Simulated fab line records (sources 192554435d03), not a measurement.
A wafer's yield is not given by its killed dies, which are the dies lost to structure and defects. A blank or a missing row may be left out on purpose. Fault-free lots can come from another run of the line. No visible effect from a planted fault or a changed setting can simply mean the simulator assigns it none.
Struck lot and sound lot, side by side | flow n5Finfet | 33 steps out of a route of 1938
Sound: these wafers, L536.2, L536.3, L536.6. Struck: wafer L542.4 (left out: L542.2, a lot-mate that was not struck); the cause follows at the end.
For every step that has rows: the tool of each side, followed by ch and its chambers, followed by its first start. Under that, the readings that differ: sound wafers | struck wafers | difference of the means | sigmas: that difference in standard deviations of wafers without a fault.
alike: readings with means less than 2 such deviations apart, plus words and numbers identical on both sides. not compared: withheld readings, readings lacking a value on some wafer, bounds such as >300 that could conceal the same value, and numbers that have no deviation in the record and whose values overlap.
Wherever a step has rows on one side only, a row that says differs or no value, or a row with sigmas, the two part there. Non-overlapping numbers with no deviation appear without sigmas and do not part them. A reading that every wafer of one side lacks parts them only if that side has two wafers or more.

first, 9 steps without rows for these wafers: N5_SD_EPI_P_DEVELOP_08 (develop time 30 s); N5_SD_EPI_P_DESCUM_14 (chemistry O2, time 7.9 s); N5_SD_EPI_P_ETCH_36 (etches SiARC in CF4, target depth 45.5 nm, time 75.8 s); N5_SD_EPI_P_ETCH_37 (etches SOC in N2/H2, overetch 108 nm, time 486 s); N5_SD_EPI_P_STRIP_38 (strips in N2/H2); N5_SD_EPI_P_ETCHBACK_46 (etches SiNx in CH3F/O2, stops on SiO2, target depth 17.5 nm); N5_SD_EPI_P_ETCH_47 (etches SiOCN in CH3F/O2, target depth 25 nm); N5_SD_EPI_P_ETCH_16 (etches SiO2 in CHF3/O2, target depth 5 nm); N5_SD_EPI_P_STRIP_50 (strips in CHF3/O2).
N5_SD_EPI_P_SD_RECESS_17: chemistry HBr/Cl2/O2, target depth 39.1 nm, bt time 3 s.
  sound on rieSi-01 ch 1,2,3, day 3 13:35; struck on rieSi-01 ch 0, day 5 01:16
reading                            | sound             | struck | difference | sigmas
throttleValvePct (%)               | 36.91 36.87 37.08 | 36.49  | -0.46      | -2
model.SD_EPI_P.featureDepthNm (nm) | 38.6 39.4 39.2    | 36     | -3         | 
model.etch.depthNm (nm)            | 38.53 39.37 39.18 | 36     | -3         | 
  alike: drypumpMotorCurrentA, oesProductAu
  not compared: rfHoursCounterH
then, 22 steps without rows for these wafers: N5_SD_EPI_P_WET_ETCH_45 (etches SiO2 in dHF, time 10.7 s, target depth 2 nm, rinse time 30 s); N5_SD_EPI_P_STRIP_40 (strips in N2/H2); N5_SD_EPI_P_PRECLEAN_52 (cleans in O3/DIW, time 60 s); N5_SD_EPI_P_SRD_20 (time 30 s); N5_SD_EPI_P_PRECLEAN_51 (cleans in NF3:NH3, afs cycles 1, time 20 s, sublimation time 60 s); N5_SD_EPI_P_VAPOR_ETCH_44 (etches SiGe30 in NF3/Ar, time 3.3 s); N5_SD_EPI_P_EPI_21 (deposits SiGe:B, time 355 s); N5_SD_EPI_P_HM_STRIP_48 (strips SiNx in H3PO4, material SiNx, target depth 3 nm); N5_SD_EPI_P_SRD_49 (time 30 s); N5_SD_EPI_P_PRECLEAN_24 (cleans in O3/DIW, time 45 s); N5_SD_EPI_P_PRECLEAN_32 (cleans in dHF, time 10 s); N5_SD_EPI_P_PRECLEAN_33 (cleans in SC2, time 45 s); N5_SD_EPI_P_SRD_25 (time 30 s); N5_SD_ACTIVATION_RTA_00 (time 0 s); N5_SD_ACTIVATION_LSA_01 (time 0.0008 s); N5_ILD0_LINER_00 (material SiNx, target thk 4 nm, pulse time 1 s, purge time 2 s); N5_ILD0_FCVD_FILL_01 (material SiO2 flowable, target thk 200 nm, time 328.3 s); N5_ILD0_CURE_02 (time 1800 s); N5_ILD0_CMP_03 (polishes, stops on SiNx, t overpolish 1.9 s, target thk 197.38 nm); N5_ILD0_CMP_07 (polishes SiO2 flowable, stops on poly-Si, t overpolish 1.18 s, target thk 138.88 nm); N5_ILD0_PRECLEAN_10 (cleans in NF3:NH3, afs cycles 5, time 20 s, sublimation time 60 s); N5_ILD0_ALD_15 (deposits SiNx, target thk 24 nm, pulse time 1 s, ald cycles 480).
-- the record jumps here: 5 days lie between the struck wafers' starts before and after (it left off in module ILD0 and takes up again in module BEOL_M4, whose first step shown is number 1111 of the route) --
N5_BEOL_M4_RC_MEAS_101:
  sound on prober-01 ch 0, day 8 13:41; struck on prober-01 ch 0, day 9 22:24
reading        | sound             | struck | difference | sigmas
CJ_P           | 5.61 5.77 5.72    | 5.33   | -0.37      | -3
DIBL_P (mV/V)  | 38.4 39.5 38.5    | 34.5   | -4.3       | -3
IOFF_P (nA/um) | 0.243 0.268 0.254 | 0.181  | -0.074     | -3
  alike: DIBL_N, IOFF_N, ION_N, ION_P, SS_N, SS_P, VT_N, VT_P

## WHERE THEY PART
Earliest at N5_SD_EPI_P_SD_RECESS_17; latest, in this record, at N5_BEOL_M4_RC_MEAS_101.

WHY: what the simulator had put in
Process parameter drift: rieSi-01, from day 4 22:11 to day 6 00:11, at N5_SD_EPI_P_SD_RECESS_17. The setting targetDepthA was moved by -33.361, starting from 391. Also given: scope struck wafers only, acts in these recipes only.
